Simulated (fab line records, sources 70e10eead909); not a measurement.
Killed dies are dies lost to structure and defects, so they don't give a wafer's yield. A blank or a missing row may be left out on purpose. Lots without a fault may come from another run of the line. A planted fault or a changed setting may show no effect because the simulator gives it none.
Problem report in the 8D (eight disciplines) form, filled by code | flow nand_harc | the parts of the form that need people (team, actions taken, sign-off) are left out

1. THE PROBLEM
killed_dies at NHARC_END_SORT_01 reads a mean of 677 on 3 wafers of 1 lot; wafers without a fault read 67 with a standard deviation of 17. That is +36 standard deviations from the usual mean.
First seen on wafer L154.3, day 29 04:18, on prober-02. The record holds 3 wafers of 1 lot with a number at this step. Rule for "out", or "out of limits": more than 4 standard deviations from the usual mean. The other wafers with a number count as sound.

2. WHAT IT IS AND WHAT IT IS NOT
question                    | is                           | is not
which readings at this step | killed_dies, killed_at_array | killed_at_other, killed_at_periphery, killed_open, killed_short
which lots                  | L154                         | -
which wafers of those lots  | all that have a number       | -
read on which gauges        | prober-02                    | -
when                        | from day 29 04:18            | up to then (0 sound wafers)

3. SUSPECTS, AND WHAT RULES EACH OUT
Counting: a tool at a process step up to the reading stays a suspect if it ran every lot that is out and no sound lot after the first of them.
- the gauge at NHARC_END_SORT_01: kept. All the wafers that are out were read on prober-02, and no step on other tools shows them out.
- lpcvd-01 at NHARC_A_STAIRCASE_CVD_552 (deposits SiNx, target thk 40 nm): kept. It ran the lot that is out, L154 (day 22 08:00), and no sound lot after that.
Left after counting: lpcvd-01 at NHARC_A_STAIRCASE_CVD_552, prober-02 at NHARC_END_SORT_01.

4. THE CAUSE (what the simulator had put in)
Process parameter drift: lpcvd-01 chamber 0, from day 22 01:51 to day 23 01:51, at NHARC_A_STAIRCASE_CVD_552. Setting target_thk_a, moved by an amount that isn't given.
Counting left 2 suspects, and this tool is among them.

5. THE CHAIN OF EFFECTS, in route order
Each row: a reading whose mean over the struck wafers that have a number lies more than 3 standard deviations from the usual. Only readings for which the record gives a usual standard deviation are gone through. hours: the time from each lot's start at the first step in this table that gives one to its start at this step, as a median over the lots. sigmas: the change in usual standard deviations.
hours | step              | reading         | usual | on struck wafers | change | sigmas
0     | NHARC_END_SORT_01 | killed_at_array | 62    | 672              | +610   | +34
0     | NHARC_END_SORT_01 | killed_dies     | 67    | 677              | +610   | +36

6. WHAT WOULD HAVE CAUGHT IT SOONER
In this record the first reading out of limits at a measuring or inspecting step was taken at day 29 04:18, 170 hours after the fault began at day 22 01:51.
All the lots that are out (1) had begun NHARC_A_STAIRCASE_CVD_552 on lpcvd-01 by day 29 04:18. A hold on the tool at that time would have spared none of them.
